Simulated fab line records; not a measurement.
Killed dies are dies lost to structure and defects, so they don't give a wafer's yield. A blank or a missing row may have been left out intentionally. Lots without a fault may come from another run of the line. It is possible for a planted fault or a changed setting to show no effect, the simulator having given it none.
Comparing a struck lot with a sound one	flow n5Finfet	18 out of 1938 route steps
Sound: the wafers L435.1, L435.2, L435.5. Struck: wafer L439.4 (L439.2, L439.5, from the same lot, were not struck and are left out); the cause is given at the end.
For every step that has rows: the tool of each side, followed by ch and its chambers, followed by its first start. Under that, the readings that differ: sound wafers	struck wafers	difference of the means	sigmas: that difference in standard deviations of wafers without a fault.
alike: same words and numbers on both sides, and readings whose means sit less than 2 such deviations apart. not compared: any withheld reading, any reading some wafer has no value for, any bound like >300 that may hide the same value, and any number with overlapping values for which the record gives no deviation.
Wherever a step has rows on one side only, a row that says differs or no value, or a row with sigmas, the two part there. Numbers that have no deviation but don't overlap get no sigmas and don't part them. A reading missing from all wafers of one side parts the sides only when that side holds two or more wafers.

first, 9 steps without rows for these wafers: N5_SD_EPI_N_COAT_33 (time 60 s, resist thk 35 nm); N5_SD_EPI_N_COAT_03 (resist thk 150 nm); N5_SD_EPI_N_EBR_05; N5_SD_EPI_N_SOFTBAKE_04 (time 60 s); N5_SD_EPI_N_EXPOSE_06 (exposes mask SD N BLK, target cd 120 nm); N5_SD_EPI_N_PEB_07 (peb time 60 s); N5_SD_EPI_N_DEVELOP_08 (develop time 30 s); N5_SD_EPI_N_DESCUM_14 (chemistry O2, time 7.9 s); N5_SD_EPI_N_ETCH_34 (etches SiARC in CF4, target depth 45.5 nm, time 75.8 s).
N5_SD_EPI_N_ETCH_35: etches SOC in N2/H2, overetch 108 nm, time 486 s.
  sound on rieDiel-05 ch 0,2,3, day 6 11:02; struck on rieDiel-05 ch 1, day 7 08:44
reading	sound	struck	difference	sigmas
rfFwdPowerW (W)	2988 3011 3000	3704	+704	+81
rfVppV (V)	241.6 242.5 241.8	224.4	-17.6	-14
model.SD_EPI_N.cdNm (nm)	119.8 121.8 121.4	123	+2	
model.SiARC_of_SD_EPI_N_COAT_33.thkNm (nm)	20.4 19.8 20	17.4	-2.7	
  alike: drypumpMotorCurrentA, oesProductAu, showerheadPlenumPTorr, throttleValvePct
  not compared: rfHoursCounterH
then, 3 steps without rows for these wafers: N5_SD_EPI_N_STRIP_36 (strips in N2/H2); N5_SD_EPI_N_ETCHBACK_44 (etches SiNx in CH3F/O2, stops on SiO2, target depth 14.5 nm); N5_SD_EPI_N_ETCH_45 (etches SiOCN in CH3F/O2, target depth 6 nm).
N5_SD_EPI_N_ETCH_16: etches SiO2 in CHF3/O2, target depth 5 nm.
  sound on rieDiel-05 ch 0,2,3, day 6 11:34; struck on rieDiel-05 ch 1, day 7 09:16
reading	sound	struck	difference	sigmas
rfFwdPowerW (W)	640.2 647.7 638.2	647.9	+5.9	+2
model.SiARC_of_SD_EPI_N_COAT_33.thkNm (nm)	13.2 12.6 12.8	10.2	-2.7	
  alike: drypumpMotorCurrentA, oesProductAu, rfVppV, showerheadPlenumPTorr, throttleValvePct
  not compared: rfHoursCounterH
then, 1 step without rows for these wafers: N5_SD_EPI_N_STRIP_47 (strips in CHF3/O2).
N5_SD_EPI_N_SD_RECESS_17: chemistry HBr/Cl2/O2, target depth 41 nm, time 23.7 s, bt time 3 s.
  sound on rieSi-04 ch 0,3, day 6 11:38; struck on rieSi-04 ch 3, day 7 09:20
reading	sound	struck	difference	sigmas
model.SD_EPI_N.cdNm (nm)	120 121.8 121.2	123.2	+2.2	
  alike: HBr_flow_sccm, drypumpMotorCurrentA, heBacksideLeakSccm, oesProductAu, rfFwdPowerW, throttleValvePct
  not compared: rfHoursCounterH
then, 1 step without rows for these wafers: N5_SD_EPI_N_STRIP_38 (strips in N2/H2).
-- here the record skips 5 days between the struck wafers' starts before and after, leaving off in module SD_EPI_N and picking up in module BEOL_M4 (first step shown: number 1111 of the route) --
N5_BEOL_M4_RC_MEAS_101:
  sound on prober-02 ch 0, day 11 01:24; struck on prober-02 ch 0, day 12 04:51
reading	sound	struck	difference	sigmas
ION_N (uA/um)	655 660 668	691	+30	+3
ION_P (uA/um)	455 454 459	469	+13	+2
  alike: DIBL_N, DIBL_P, IOFF_N, IOFF_P, SS_N, SS_P, VT_N, VT_P

## WHERE THEY PART
At N5_SD_EPI_N_ETCH_35 first; at N5_BEOL_M4_RC_MEAS_101 last (within this record only).

WHY: the cause the simulator had injected
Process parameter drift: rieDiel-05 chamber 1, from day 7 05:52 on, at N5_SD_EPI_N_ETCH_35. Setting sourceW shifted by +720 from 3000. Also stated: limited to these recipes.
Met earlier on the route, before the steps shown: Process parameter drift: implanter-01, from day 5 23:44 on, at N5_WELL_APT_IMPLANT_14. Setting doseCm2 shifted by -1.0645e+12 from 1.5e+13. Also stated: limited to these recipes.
